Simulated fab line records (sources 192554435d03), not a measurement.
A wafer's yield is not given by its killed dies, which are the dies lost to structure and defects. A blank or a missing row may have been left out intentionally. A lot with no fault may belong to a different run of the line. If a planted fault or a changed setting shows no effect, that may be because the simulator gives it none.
Split-lot experiment | flow n5_finfet | route with 1938 steps; 7 lots, 39 wafers read

## SPLIT DETAILS
At N5_BEOL_M8_DEVELOP_10 (develop time 30 s), the setting develop_time_s was moved away from the recipe's 30 s on 18 of the 39 wafers read, by -53.7% to +59.2%. The other wafers ran this setting at the recipe's value.

There is no step in the file separating the split from the reading.

## THE READING
At N5_BEOL_M8_CD_MEAS_11: cd_nm in nanometres, against a target cd of 38.5 nm. Fault-free wafers of this fab line usually give 38.4 nm, standard deviation 0.57 nm.

wafer  | tool, chamber at the split | develop_time_s as run, s | against the recipe | cd_nm, nm | against lot-mates on the recipe
L074.1 | litho_track-01, 0          | 35.09                    | +17.0%             | 39.7      | +1.6
L074.2 | litho_track-01, 0          | 30                       | recipe             | 38.4      | -
L074.3 | litho_track-01, 0          | 30                       | recipe             | 37.9      | -
L074.4 | litho_track-01, 0          | 35.09                    | +17.0%             | 39.7      | +1.6
L074.5 | litho_track-01, 0          | 35.09                    | +17.0%             | 39.6      | +1.5
L074.6 | litho_track-01, 0          | 30                       | recipe             | 38.0      | -
L077.1 | litho_track-03, 0          | 30                       | recipe             | 38.6      | -
L077.2 | litho_track-03, 0          | 22.56                    | -24.8%             | 37.6      | -0.5
L077.3 | litho_track-03, 0          | 30                       | recipe             | 37.6      | -
L077.4 | litho_track-03, 0          | 22.56                    | -24.8%             | 36.4      | -1.7
L077.5 | litho_track-03, 0          | 22.56                    | -24.8%             | 36.8      | -1.3
L077.6 | litho_track-03, 0          | 30                       | recipe             | 38.1      | -
L079.1 | litho_track-01, 0          | 30                       | recipe             | 39.4      | -
L079.2 | litho_track-01, 0          | 30                       | recipe             | 38.8      | -
L079.5 | litho_track-01, 0          | 30                       | recipe             | 38.9      | -
L083.1 | litho_track-01, 0          | 30                       | recipe             | 39.3      | -
L083.2 | litho_track-01, 0          | 47.75                    | +59.2%             | 39.6      | +0.9
L083.3 | litho_track-01, 0          | 47.75                    | +59.2%             | 39.8      | +1.1
L083.4 | litho_track-01, 0          | 47.75                    | +59.2%             | 40.4      | +1.7
L083.5 | litho_track-01, 0          | 30                       | recipe             | 38.3      | -
L083.6 | litho_track-01, 0          | 30                       | recipe             | 38.4      | -
L091.1 | litho_track-01, 0          | 30                       | recipe             | 38.2      | -
L091.2 | litho_track-01, 0          | 30                       | recipe             | 38.1      | -
L091.3 | litho_track-01, 0          | 30                       | recipe             | 39.2      | -
L091.4 | litho_track-01, 0          | 13.9                     | -53.7%             | 36.3      | -2.2
L091.5 | litho_track-01, 0          | 13.9                     | -53.7%             | 35.0      | -3.5
L091.6 | litho_track-01, 0          | 13.9                     | -53.7%             | 35.6      | -2.9
L089.1 | litho_track-04, 0          | 30                       | recipe             | 37.6      | -
L089.2 | litho_track-04, 0          | 30                       | recipe             | 37.7      | -
L089.3 | litho_track-04, 0          | 46.75                    | +55.8%             | 40.1      | +2.5
L089.4 | litho_track-04, 0          | 46.75                    | +55.8%             | 39.2      | +1.6
L089.5 | litho_track-04, 0          | 30                       | recipe             | 37.4      | -
L089.6 | litho_track-04, 0          | 46.75                    | +55.8%             | 39.3      | +1.7
L096.1 | litho_track-03, 0          | 15.91                    | -47.0%             | 36.6      | -1.7
L096.2 | litho_track-03, 0          | 30                       | recipe             | 38.9      | -
L096.3 | litho_track-03, 0          | 30                       | recipe             | 37.9      | -
L096.4 | litho_track-03, 0          | 15.91                    | -47.0%             | 36.6      | -1.7
L096.5 | litho_track-03, 0          | 15.91                    | -47.0%             | 35.9      | -2.4
L096.6 | litho_track-03, 0          | 30                       | recipe             | 38.0      | -

FIT RESULTS
A straight line over all 39 wafers: cd_nm changes by +0.0363 nm for each +1% of develop_time_s; r = +0.87; the points scatter about the line by 0.65 nm.
The same after taking each lot's own level away (the mean of its wafers on the recipe; 39 wafers): +0.0384 nm for each +1%; r = +0.90; scatter 0.59 nm.
On that fit, the largest move of develop_time_s shifts the reading by 2.3 nm.
Measured against the standard deviation above, the lots' own levels, which go from 37.57 to 39.03 nm, span 2.6 times it.
Consequently the slope shifts little with the lot-to-lot level, the two slopes agreeing.
Check: +2.33 nm against its lot-mates is what the line predicts for one of the wafers moved furthest among these (+59.2%) when that wafer is left out of the fit. Against them it came out at +0.933 nm.

## THE WHOLE CHAIN: every reading that the file lists as answering this split, in the file's order
step                  | what it does                                           | reading                                                                            | change (the file's fit)                | r (the file's)
N5_BEOL_M8_DEVELOP_10 | develop time 30 s                                      | CAR-ArF_of_BEOL_M8_COAT_05.thk_nm (the simulator's own value, which no gauge read) | -0.01 nm for each +1% of the setting   | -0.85
N5_BEOL_M8_CD_MEAS_11 | target cd 38.5 nm                                      | cd_nm                                                                              | +0.0386 nm for each +1% of the setting | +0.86
N5_BEOL_M8_ETCH_61    | etches SiARC in CF4, target depth 45.5 nm, time 75.8 s | BEOL_M8.cd_offset_nm (the simulator's own value, which no gauge read)              | +0.0405 nm for each +1% of the setting | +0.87

## THE FILE'S OWN FIT
cd_nm changes by +0.0386 nm for each +1% of develop_time_s, r = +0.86.
